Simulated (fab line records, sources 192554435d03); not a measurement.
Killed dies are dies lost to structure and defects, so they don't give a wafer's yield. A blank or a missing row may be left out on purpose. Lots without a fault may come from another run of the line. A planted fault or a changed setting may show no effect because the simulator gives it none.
fab line records | flow n5_finfet
record lots=9 wafers=27 last_day=18
route steps=1938 shown BEOL_M4@1111 BEOL_M7@1319 BEOL_M8@1335 PASSIVATION@1936
lots that met no fault: from a run of the same line without faults
start_h: hours from the record's first day to the start of the lot's first wafer shown | wait_h: hours since the lot's step before | " the same as in the row above | L1.1+2: a row that stands for several wafers | - no value, or no start given | * or withheld: withheld | < > ~ a bound
route shown NAME@n: a module of which the file shows steps, and the number in the route of the first | usual: mean/standard deviation of fault-free wafers | same: alike in all rows | chamber/n: place in a boat | sites: the reading at each site | _std_site: their standard deviation | _edge_site: outer sites' mean less inner sites' | radius_mm: how far each site lies from the wafer's centre | mask NAME#n: copy n | behind: the tool/chamber that last shaped the wafer | hold: why the lot was held/for how many hours/how that ended | device: the transistor (n, p or np) that didn't switch | end of line: the same wafers' tests at the end of the route | a step without rows: its recipe alone | killed: dies lost to structure and defects at the first sort, not the wafer's yield | map: a wafer's dies, x killed, . not, _ none there
set.NAME: the setting as run; set.NAME@STEP: as run at that earlier step | model.NAME: the simulator's own value behind a step, which no gauge read
steps of the route over a sample of lots; a table a step, a row a wafer
services: from which hour (start_h, from the record's first day; less than 0 if before it) a tool's chamber was out of use, for how many hours, and why
## steps
# step N5_BEOL_M4_RC_MEAS_101
# usual DIBL_N=36.0/1.4 DIBL_P=36.0/1.5 IOFF_N=0.160/0.026 IOFF_P=0.22/0.032 ION_N=674/10 ION_P=464/6.9 SS_N=71.5/0.56 SS_P=73.3/0.59 VT_N=249.5/2.9 VT_P=-249.2/3
# columns lot.wafer tool chamber start_h wait_h DIBL_N[mV/V] DIBL_P[mV/V] IOFF_N[nA/um] IOFF_P[nA/um] ION_N[uA/um] ION_P[uA/um] SS_N[mV/dec] SS_P[mV/dec] VT_N[mV] VT_P[mV]
L172.1 prober-01 0 169.79 0.0 37.0 35.9 0.143 0.21 676 461 71.8 72.7 252.6 -250.7
L172.4 " 0 " " 37.5 36.7 0.148 0.22 671 461 71.2 73.5 249.8 -251.8
L172.5 " 0 " " 39.1 38.5 0.185 0.26 681 461 72.4 74.2 250.0 -247.3
L176.1 prober-02 0 249.32 0.0 36.0 36.3 0.146 0.21 660 461 70.8 72.8 251.4 -249.7
L176.3 " 0 " " 33.6 33.3 0.115 0.17 651 452 70.3 72.7 253.7 -251.9
L176.4 " 0 " " 34.1 33.2 0.117 0.16 643 450 70.9 72.8 252.2 -255.2
L181.1 prober-01 0 249.52 0.0 36.0 36.7 0.182 0.25 693 479 71.0 73.2 243.4 -244.7
L181.2 " 0 " " 34.8 35.1 0.161 0.22 685 471 71.4 73.1 248.1 -247.0
L181.3 " 0 " " 36.1 36.3 0.184 0.25 683 467 71.5 72.9 246.3 -244.7
L182.1 prober-02 0 266.54 0.0 35.6 34.9 0.138 0.20 660 460 70.9 73.2 250.5 -250.8
L182.2 " 0 " " 38.0 38.2 0.181 0.25 688 472 71.8 73.6 247.7 -247.1
L182.6 " 0 " " 37.7 38.4 0.170 0.25 672 465 71.3 73.4 248.6 -249.1
L185.1 prober-01 0 270.30 0.0 35.4 35.2 0.133 0.20 672 464 70.9 73.1 252.5 -249.9
L185.3 " 0 " " 36.4 35.4 0.146 0.21 672 458 71.6 72.9 251.4 -250.0
L185.4 " 0 " " 35.7 35.3 0.138 0.22 671 466 70.9 73.0 253.0 -249.8
L191.1 prober-01 0 300.38 0.0 37.2 36.4 0.174 0.23 691 470 72.1 73.7 247.3 -248.0
L191.3 " 0 " " 40.2 40.3 0.250 0.32 692 476 72.2 74.3 242.1 -242.5
L191.6 " 0 " " 37.8 37.3 0.182 0.25 686 478 72.6 73.4 246.4 -244.6
L189.2 prober-01 0 305.82 0.2 36.7 36.3 0.156 0.22 672 460 71.7 74.0 248.6 -251.5
L189.3 " 0 " " 35.8 35.0 0.146 0.20 675 462 71.3 73.5 250.2 -253.3
L189.6 " 0 " " 35.5 35.0 0.132 0.19 663 455 71.2 73.4 251.6 -255.1
L193.2 prober-02 0 307.85 0.2 36.9 37.2 0.193 0.25 681 468 72.2 73.8 246.9 -249.1
L193.3 " 0 " " 32.7 32.8 0.125 0.17 667 462 71.1 72.2 252.0 -252.9
L193.6 " 0 " " 36.4 36.9 0.185 0.23 674 456 71.6 74.1 246.7 -248.4
L194.4 prober-02 0 323.27 0.5 35.6 36.2 0.162 0.23 684 475 70.9 73.4 247.1 -247.2
L194.5 " 0 " " 35.2 35.8 0.156 0.22 686 474 71.2 72.5 247.3 -246.0
L194.6 " 0 " " 36.3 36.8 0.168 0.23 684 471 70.6 73.9 246.5 -246.6
# step N5_BEOL_M7_PRE_CLEAN_45
# recipe gas=H2/He time_s=30 temp_c=250
# usual heater_power_w=328/27
# columns lot.wafer tool chamber start_h wait_h heater_power_w
L172.1 pvd_sputter-03 - 202.85 0.0 303
L172.4 " - " " 341
L172.5 " - " " 332
L181.1 pvd_sputter-01 - 277.46 0.0 345
L181.2 " - " " 350
L181.3 " - " " 333
L176.1 pvd_sputter-02 - 278.32 0.0 339
L176.3 " - " " 323
L176.4 " - " " 382
L182.1 pvd_sputter-02 - 291.61 0.0 383
L182.2 " - " " 275
L182.6 " - " " 275
L185.1 pvd_sputter-02 - 301.27 0.0 317
L185.3 " - " " 387
L185.4 " - " " 339
L191.1 pvd_sputter-02 - 328.42 0.0 316
L191.3 " - " " 343
L191.6 " - " " 340
L189.2 pvd_sputter-03 - 334.75 0.0 318
L189.3 " - " " 337
L189.6 " - " " 335
L193.2 pvd_sputter-01 - 341.43 0.0 342
L193.3 " - " " 344
L193.6 " - " " 299
L194.4 pvd_sputter-01 - 354.27 0.0 313
L194.5 " - " " 302
L194.6 " - " " 342
# step N5_BEOL_M7_ANNEAL_51
# recipe temp_c=225 time_s=90 ambient=N2
# usual anneal_temp_c_max=226.06/0.24 wafer_temp_C_max=226.04/0.28
# columns lot.wafer tool chamber start_h wait_h anneal_temp_c_max wafer_temp_C_max
L172.1 rtp_anneal-01 0 203.75 0.1 226.39 226.29
L172.4 " 0 " " 226.04 225.68
L172.5 " 0 " " 226.16 225.99
L181.1 rtp_anneal-01 0 278.37 0.1 226.05 225.81
L181.2 " 0 " " 226.50 226.36
L181.3 " 0 " " 226.03 226.21
L176.1 rtp_anneal-01 0 280.24 0.1 226.03 225.62
L176.3 " 0 " " 226.25 226.18
L176.4 " 0 " " 226.12 225.84
L182.1 rtp_anneal-01 0 292.75 0.2 226.03 226.24
L182.2 " 0 " " 226.11 226.51
L182.6 " 0 " " 226.13 226.76
L185.1 rtp_anneal-02 0 302.49 0.2 225.92 225.90
L185.3 " 0 " " 226.06 226.23
L185.4 " 0 " " 225.85 225.93
L191.1 rtp_anneal-02 0 329.41 0.3 226.08 226.13
L191.3 " 0 " " 226.25 225.75
L191.6 " 0 " " 225.92 225.89
L189.2 rtp_anneal-01 0 335.92 0.3 226.12 226.63
L189.3 " 0 " " 226.34 226.04
L189.6 " 0 " " 225.80 226.41
L193.2 rtp_anneal-01 0 342.28 0.1 225.91 226.11
L193.3 " 0 " " 225.48 226.21
L193.6 " 0 " " 226.12 226.52
L194.4 rtp_anneal-01 0 355.30 0.2 226.28 226.23
L194.5 " 0 " " 226.16 226.26
L194.6 " 0 " " 226.16 226.00
# step N5_BEOL_M7_CMP_52
# recipe stop_on=SiCOH_lowk t_overpolish_s=6.9 down_force_psi=1 platen_rpm=50 clearing_platen_down_force_psi=1.5 clearing_platen_rpm=50 post_cmp_clean=cu_alkaline target_thk_nm=80 clearing_platen_pad_velocity_m_s=0.99484 pad_velocity_m_s=0.99484
# usual barrier_field_endpoint_s=28.8/0.73 edge_zone_pressure_frac=1.001/0.0051 motor_current_A=5.9/0.91 overpolish_run_s=6.901/0.008 pad_life_wafers=1124/610 retaining_ring_pressure_frac=1.000/0.005 time_to_endpoint_s=61.0/2.8
# columns lot.wafer tool chamber start_h wait_h barrier_field_endpoint_s edge_zone_pressure_frac motor_current_A overpolish_run_s pad_life_wafers retaining_ring_pressure_frac time_to_endpoint_s
L172.1 cmp-02 2 204.14 0.3 28.7 1.004 7.9 6.900 236 0.992 58.9
L172.4 " 3 " " 28.4 0.996 6.8 6.901 237 1.002 60.0
L172.5 " 1 " " 28.9 0.996 5.1 6.888 - 1.001 60.1
L181.2 cmp-03 3 278.68 0.2 29.4 1.005 5.0 6.894 1218 1.003 61.7
L181.1 " 0 " " 28.9 0.996 5.5 6.909 1219 1.008 63.5
L181.3 " 2 " " 27.8 1.002 5.8 6.906 1221 0.995 61.0
L176.1 cmp-03 2 280.54 0.3 28.2 1.001 6.0 6.909 1230 0.994 59.4
L176.4 " 3 " " 28.2 1.001 5.0 6.908 1231 0.997 58.8
L176.3 " 1 " " 28.3 1.011 5.2 6.902 1233 0.999 61.2
L182.1 cmp-02 0 293.08 0.3 28.9 1.007 5.4 6.893 883 1.005 64.2
L182.2 " 2 " " 28.5 0.993 7.6 6.884 885 0.994 64.0
L182.6 " 0 " " 28.4 1.014 5.2 6.905 - 1.005 58.5
L185.4 cmp-03 2 302.83 0.2 28.5 1.004 5.9 6.898 1417 1.003 58.3
L185.1 " 3 " " 28.2 1.011 5.3 6.901 1418 1.001 59.3
L185.3 " 0 " " 28.9 0.991 5.3 6.910 1419 1.004 57.8
L191.3 cmp-03 0 329.70 0.2 28.1 0.999 5.6 6.898 1620 1.007 57.2
L191.1 " 3 " " 27.9 1.004 5.1 6.905 1623 1.010 58.7
L191.6 " 0 " " 27.8 1.001 5.4 6.897 - 1.020 53.8
L189.2 cmp-01 2 336.17 0.2 28.4 1.011 5.2 6.899 2142 0.994 59.6
L189.3 " 0 " " 28.0 1.001 5.6 6.887 2144 0.995 58.2
L189.6 " 3 " " 28.6 0.999 6.4 6.912 - 0.998 56.6
L193.3 cmp-02 2 342.57 0.2 30.7 0.994 7.9 6.896 1069 1.007 66.3
L193.2 " 3 " " 31.0 1.003 6.8 6.921 1070 1.002 68.0
L193.6 " 2 " " 30.7 0.993 7.7 6.897 - 1.000 68.5
L194.4 cmp-02 2 355.50 0.2 30.7 0.991 7.8 6.908 1195 0.998 65.5
L194.5 " 1 " " 29.4 1.003 4.9 6.899 - 1.003 63.6
L194.6 " 2 " " 30.5 0.999 7.4 6.903 - 1.002 63.5
# step N5_BEOL_M8_PECVD_70
# recipe material=SiO2 target_thk_a=200 temp_c=400 precursor=TEOS/O2 pressure_torr=5.5 rf_w=450 teos_flow_sccm=53.8 gas=O2 flow_sccm=3000 time_s=22.7
# usual chamber_pressure_Torr=5.498/0.011 heater_power_outer_w=424/54 heater_power_w=737/99 showerhead_plenum_p_Torr=8.79/0.034 throttle_valve_pct=22.6/1.2
# columns lot.wafer tool chamber start_h wait_h chamber_pressure_Torr heater_power_outer_w heater_power_w showerhead_plenum_p_Torr throttle_valve_pct
L172.1 pecvd-03 1 205.16 0.0 5.499 368 598 8.76 23.1
L172.4 " 2 " " 5.506 415 744 8.82 22.7
L172.5 " 0 " " 5.508 476 820 8.79 21.8
L181.1 pecvd-02 0 279.78 0.0 - - - - -
L181.2 " 2 " " - - - - -
L181.3 " 2 " " - - - - -
L176.1 pecvd-03 2 282.12 0.0 - - - - -
L176.3 " 1 " " - - - - -
L176.4 " 1 " " - - - - -
L182.1 pecvd-02 1 294.63 0.0 - - - - -
L182.2 " 0 " " - - - - -
L182.6 " 0 " " - - - - -
L185.1 pecvd-03 1 303.89 0.0 5.492 369 621 8.76 23.3
L185.3 " 2 " " 5.492 373 687 8.82 22.7
L185.4 " 0 " " 5.498 467 809 8.80 21.8
L191.1 pecvd-02 0 330.80 0.0 5.488 423 744 8.81 23.5
L191.3 " 0 " " 5.496 407 754 8.82 23.9
L191.6 " 0 " " 5.483 406 746 8.82 23.4
L189.2 pecvd-03 2 337.47 0.0 5.498 423 750 8.82 22.5
L189.3 " 0 " " 5.485 473 812 8.77 22.0
L189.6 " 1 " " 5.508 371 613 8.75 23.0
L193.2 pecvd-02 0 344.10 0.0 5.504 453 809 8.86 23.7
L193.3 " 0 " " 5.516 440 790 8.82 23.5
L193.6 " 0 " " 5.512 457 812 8.81 23.7
L194.4 pecvd-03 0 356.59 0.1 5.476 522 842 8.83 22.0
L194.5 " 2 " " 5.519 391 707 8.82 22.7
L194.6 " 1 " " 5.483 377 597 8.77 23.4
# step N5_PASSIVATION_PROBE_49
# usual defect_limited_yield=91.2/1.2 killed_at_M0_to_M3=34/9.9 killed_at_M4_up=14/5.7 killed_at_contacts=13/6.3 killed_at_front_end=39/9.9 killed_at_other=3.7/2.8 killed_dies=104/15 killed_on_rim=14/3.8 killed_open=68/12 killed_short=34/6.7 sort_bin_5_function=5.2/0.9 sort_bin_6_memory=3.3/0.57 sort_n_pass=1076/15 sort_yield_pct=91.2/1.2
# same gross_dies=1180 killed_at_back_side=0 sort_bin_4_leakage[%]=0 sort_bin_8_speed[%]=0
# columns lot.wafer tool chamber start_h wait_h defect_limited_yield[%] killed_at_M0_to_M3 killed_at_M4_up killed_at_contacts killed_at_front_end killed_at_other killed_dies killed_on_rim killed_open killed_short sort_bin_5_function[%] sort_bin_6_memory[%] sort_n_pass sort_yield_pct[%]
L172.1 prober-01 - 280.28 0.0 92.3 25 20 10 31 5 91 9 49 38 4.3 3.1 1089 92.3
L172.4 prober-01 - 280.43 0.2 93.2 19 11 8 41 1 80 13 42 33 3.3 3.1 1100 93.2
L172.5 prober-01 - 280.48 0.2 93.0 15 14 9 40 5 83 4 47 33 4.5 2.3 1097 93.0
L176.1 prober-02 - 356.56 0.0 62.0 38 351 16 40 3 448 21 72 32 34.7 3.1 732 62.0
L176.3 prober-02 - 356.66 0.1 63.6 39 326 17 44 3 429 17 64 45 31.9 3.9 751 63.6
L176.4 prober-02 - 356.71 0.2 60.3 61 327 29 45 6 468 21 104 44 34.2 5.2 712 60.3
L181.1 prober-02 - 358.10 0.0 63.9 40 334 5 46 1 426 47 59 38 33.1 2.5 754 63.9
L181.2 prober-02 - 358.15 0.1 63.9 31 351 6 33 5 426 25 51 27 33.2 2.7 754 63.9
L181.3 prober-02 - 358.20 0.1 64.8 26 337 12 40 0 415 12 47 35 31.5 3.1 765 64.8
L182.1 prober-02 - 370.38 0.0 60.0 31 358 9 74 0 472 105 91 42 35.5 4.2 708 60.0
L182.2 prober-02 - 370.43 0.1 61.8 44 330 21 56 0 451 49 88 36 34.2 3.4 729 61.8
L182.6 prober-02 - 370.63 0.3 63.1 42 340 12 39 2 435 47 67 42 32.6 3.7 745 63.1
L185.1 prober-02 - 382.10 0.0 91.0 26 19 24 35 2 106 13 65 39 4.7 3.7 1074 91.0
L185.3 prober-02 - 382.20 0.1 91.9 30 18 11 34 2 95 11 57 34 4.4 3.1 1085 91.9
L185.4 prober-02 - 382.25 0.2 90.3 28 15 23 44 5 115 15 66 45 6.4 2.7 1065 90.3
L191.1 prober-01 - 400.45 0.0 91.8 46 13 12 21 5 97 12 67 28 4.9 3.1 1083 91.8
L191.3 prober-01 - 400.55 0.1 92.2 42 10 11 25 4 92 12 55 37 4.2 3.3 1088 92.2
L191.6 prober-01 - 400.70 0.3 92.3 28 11 9 40 3 91 14 55 36 5.0 2.5 1089 92.3
L189.2 prober-01 - 416.74 0.1 91.5 34 16 10 37 3 100 10 64 36 5.2 2.9 1080 91.5
L189.3 prober-01 - 416.79 0.1 91.4 21 13 25 38 5 102 14 64 33 5.3 3.0 1078 91.4
L189.6 prober-01 - 416.94 0.3 91.6 30 19 12 36 2 99 13 69 30 5.4 2.5 1081 91.6
# killed by level:class
L172.1 BEOL_M3:geometric_particle:open=9 MOL_CONTACT_COAG:geometric_particle:open=8 BEOL_M4:geometric_particle:short=8 BEOL_M0_SAQP:geometric_particle:short=6 DUMMY_GATE:geometric_particle:open=5 BEOL_M0_SAQP:geometric_particle:open=5 FIN_SAQP:geometric_particle:short=4 FIN_SAQP:geometric_particle:open=4
L172.4 FIN_SAQP:geometric_particle:short=9 FIN_SAQP:geometric_particle:open=8 MOL_CONTACT_COAG:geometric_particle:open=6 STI_FIN_REVEAL:geometric_particle:open=5 BEOL_M0_SAQP:geometric_particle:short=4 BEOL_M7:geometric_particle:open=4 STARTING-WAFER:geometric_particle:open=4 GATE_CUT:geometric_particle:short=3
L172.5 FIN_SAQP:geometric_particle:short=9 MOL_CONTACT_COAG:geometric_particle:open=7 GATE_CUT:geometric_particle:open=6 BEOL_M5:geometric_particle:open=6 BEOL_M0_SAQP:geometric_particle:short=5 FIN_SAQP:geometric_particle:open=4 GATE_CUT:geometric_particle:short=4 BEOL_M3:geometric_particle:open=4
L176.1 BEOL_M8:area_pecvd=343 MOL_CONTACT_COAG:geometric_particle:open=15 FIN_SAQP:geometric_particle:open=10 BEOL_M0_SAQP:geometric_particle:open=10 FIN_SAQP:geometric_particle:short=8 BEOL_M0_SAQP:geometric_particle:short=8 BEOL_M1:geometric_particle:open=8 BEOL_M2:geometric_particle:open=5
L176.3 BEOL_M8:area_pecvd=318 MOL_CONTACT_COAG:geometric_particle:open=14 BEOL_M0_SAQP:geometric_particle:short=13 STI_FIN_REVEAL:geometric_particle:open=11 GATE_CUT:geometric_particle:short=8 FIN_SAQP:geometric_particle:open=7 BEOL_M0_SAQP:geometric_particle:open=7 BEOL_M1:geometric_particle:open=5
L176.4 BEOL_M8:area_pecvd=318 MOL_CONTACT_COAG:geometric_particle:open=25 BEOL_M3:geometric_particle:open=15 STI_FIN_REVEAL:geometric_particle:open=14 BEOL_M0_SAQP:geometric_particle:open=14 BEOL_M0_SAQP:geometric_particle:short=13 BEOL_M2:geometric_particle:open=10 STARTING-WAFER:geometric_particle:open=6
L181.1 BEOL_M8:area_pecvd=326 FIN_SAQP:geometric_particle:short=13 FIN_SAQP:geometric_particle:open=12 BEOL_M0_SAQP:geometric_particle:short=11 BEOL_M3:geometric_particle:open=11 BEOL_M0_SAQP:geometric_particle:open=7 BEOL_M2:geometric_particle:open=6 STI_FIN_REVEAL:geometric_particle:open=6
L181.2 BEOL_M8:area_pecvd=340 FIN_SAQP:geometric_particle:open=11 BEOL_M0_SAQP:geometric_particle:short=8 MOL_CONTACT_COAG:geometric_particle:open=5 BEOL_M0:geometric_particle:open=5 STARTING-WAFER:geometric_particle:open=5 FIN_SAQP:geometric_particle:short=4 BEOL_M0_SAQP:geometric_particle:open=4
L181.3 BEOL_M8:area_pecvd=329 FIN_SAQP:geometric_particle:short=14 MOL_CONTACT_COAG:geometric_particle:open=10 BEOL_M3:geometric_particle:open=9 FIN_SAQP:geometric_particle:open=5 STI_FIN_REVEAL:geometric_particle:open=5 BEOL_M0_SAQP:geometric_particle:short=4 DUMMY_GATE:geometric_particle:short=3
L182.1 BEOL_M8:area_pecvd=336 FIN_SAQP:geometric_particle:open=24 STI_FIN_REVEAL:geometric_particle:open=13 FIN_SAQP:geometric_particle:short=12 DUMMY_GATE:geometric_particle:open=7 BEOL_M3:geometric_particle:open=7 BEOL_M4:geometric_particle:open=7 MOL_CONTACT_COAG:geometric_particle:open=6
L182.2 BEOL_M8:area_pecvd=319 STI_FIN_REVEAL:geometric_particle:open=16 MOL_CONTACT_COAG:geometric_particle:open=15 BEOL_M2:geometric_particle:open=14 BEOL_M3:geometric_particle:open=8 FIN_SAQP:geometric_particle:short=7 FIN_SAQP:geometric_particle:open=7 DUMMY_GATE:geometric_particle:open=7
L182.6 BEOL_M8:area_pecvd=322 STI_FIN_REVEAL:geometric_particle:open=11 BEOL_M2:geometric_particle:open=10 MOL_CONTACT_COAG:geometric_particle:open=9 STI_FIN_REVEAL:geometric_particle:short=8 BEOL_M1:geometric_particle:short=7 BEOL_M4:geometric_particle:open=7 FIN_SAQP:geometric_particle:open=5
L185.1 MOL_CONTACT_COAG:geometric_particle:open=20 BEOL_M0_SAQP:geometric_particle:short=13 BEOL_M4:geometric_particle:open=10 STI_FIN_REVEAL:geometric_particle:open=7 GATE_CUT:geometric_particle:open=4 GATE_CUT:geometric_particle:short=4 MOL_CONTACT_COAG:geometric_particle:short=4 BEOL_M0_SAQP:geometric_particle:open=4
L185.3 BEOL_M0_SAQP:geometric_particle:open=10 MOL_CONTACT_COAG:geometric_particle:open=8 FIN_SAQP:geometric_particle:short=7 BEOL_M4:geometric_particle:open=7 STI_FIN_REVEAL:geometric_particle:open=5 BEOL_M0_SAQP:geometric_particle:short=5 BEOL_M3:geometric_particle:open=5 GATE_CUT:geometric_particle:short=4
L185.4 MOL_CONTACT_COAG:geometric_particle:open=18 STI_FIN_REVEAL:geometric_particle:open=14 FIN_SAQP:geometric_particle:short=12 BEOL_M0_SAQP:geometric_particle:short=6 BEOL_M4:geometric_particle:open=6 MOL_CONTACT_COAG:geometric_particle:short=5 BEOL_M3:geometric_particle:open=5 BEOL_M0_SAQP:geometric_particle:open=4
L191.1 BEOL_M2:geometric_particle:open=15 MOL_CONTACT_COAG:geometric_particle:open=9 BEOL_M3:geometric_particle:open=7 BEOL_M0_SAQP:geometric_particle:open=6 BEOL_M5:geometric_particle:open=6 BEOL_M0_SAQP:geometric_particle:short=5 BEOL_M2:geometric_particle:short=5 STI_FIN_REVEAL:geometric_particle:open=4
L191.3 BEOL_M1:geometric_particle:open=12 FIN_SAQP:geometric_particle:short=11 BEOL_M0_SAQP:geometric_particle:short=11 MOL_CONTACT_COAG:geometric_particle:open=9 BEOL_M2:geometric_particle:open=7 BEOL_M0_SAQP:geometric_particle:open=4 BEOL_M3:geometric_particle:open=4 FIN_SAQP:geometric_particle:open=3
L191.6 FIN_SAQP:geometric_particle:short=11 STI_FIN_REVEAL:geometric_particle:open=7 MOL_CONTACT_COAG:geometric_particle:open=7 BEOL_M0_SAQP:geometric_particle:short=6 BEOL_M4:geometric_particle:open=6 FIN_SAQP:geometric_particle:open=5 BEOL_M0_SAQP:geometric_particle:open=5 BEOL_M1:geometric_particle:open=5
L189.2 BEOL_M0_SAQP:geometric_particle:open=11 FIN_SAQP:geometric_particle:open=10 GATE_CUT:geometric_particle:short=10 BEOL_M0_SAQP:geometric_particle:short=10 MOL_CONTACT_COAG:geometric_particle:open=9 BEOL_M2:geometric_particle:open=7 BEOL_M4:geometric_particle:open=5 STARTING-WAFER:geometric_particle:open=5
L189.3 MOL_CONTACT_COAG:geometric_particle:open=21 GATE_CUT:geometric_particle:open=7 FIN_SAQP:geometric_particle:open=6 BEOL_M2:geometric_particle:open=6 GATE_CUT:geometric_particle:short=5 BEOL_M3:geometric_particle:open=5 FIN_SAQP:geometric_particle:short=4 SPACER0:geometric_particle:short=4
L189.6 MOL_CONTACT_COAG:geometric_particle:open=10 BEOL_M2:geometric_particle:open=9 BEOL_M0_SAQP:geometric_particle:open=8 FIN_SAQP:geometric_particle:short=7 BEOL_M3:geometric_particle:open=7 BEOL_M4:geometric_particle:open=7 STI_FIN_REVEAL:geometric_particle:open=6 GATE_CUT:geometric_particle:short=6
## services
# columns tool chamber start_h hours kind
cmp-03 - 202.42 2.5 repair
pvd_sputter-01 - 211.92 2.5 repair
cmp-03 - 212.76 8.2 repair
pecvd-03 2 238.59 4.2 repair
cmp-02 - 239.14 3.6 repair
cmp-02 - 257.39 2.5 repair
cmp-03 - 272.07 3.2 repair
pecvd-02 1 279.00 5.5 scheduled_down
pecvd-03 1 289.67 10.2 repair
cmp-02 - 293.41 6.1 pm
cmp-03 - 305.67 2.0 repair
pecvd-02 1 313.79 - clean
pecvd-02 1 313.79 29.5 scheduled_down
pecvd-02 1 313.79 29.5 vent_cycle
pecvd-03 1 315.77 2.1 scheduled_down
pecvd-03 2 319.51 5.5 scheduled_down
cmp-02 - 319.63 19.2 pm
cmp-01 - 329.72 5.0 pm
pvd_sputter-01 - 330.10 7.7 repair
cmp-01 - 339.84 4.0 pm
pecvd-02 2 343.29 5.0 scheduled_down
cmp-01 - 343.84 - consumable_replace:conditioner
cmp-01 - 343.84 - consumable_replace:pad
pvd_sputter-01 - 346.44 2.5 repair
## key
first_sign step=N5_BEOL_M8_PECVD_70 reading=tool_record direction=missing
effect step=N5_PASSIVATION_PROBE_49 reading=killed_at_M4_up direction=up sigmas=57 usual=14 struck=339
more_kills_born_at N5_BEOL_M8_PECVD_70@pecvd-02=1972 N5_BEOL_M8_PECVD_70@pecvd-03=979
met_at N5_BEOL_M8_PECVD_70
struck_lots L176,L181,L182
not_acting_at N5_BEOL_M7_PRE_CLEAN_45,N5_BEOL_M7_ANNEAL_51,N5_BEOL_M7_CMP_52
onset_between 205.16 279.78
fault kind=skipped_step_whole tool=pecvd-02,pecvd-03 chamber=- onset_h=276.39 steps=N5_BEOL_M8_PECVD_70 scope=struck_lots_only
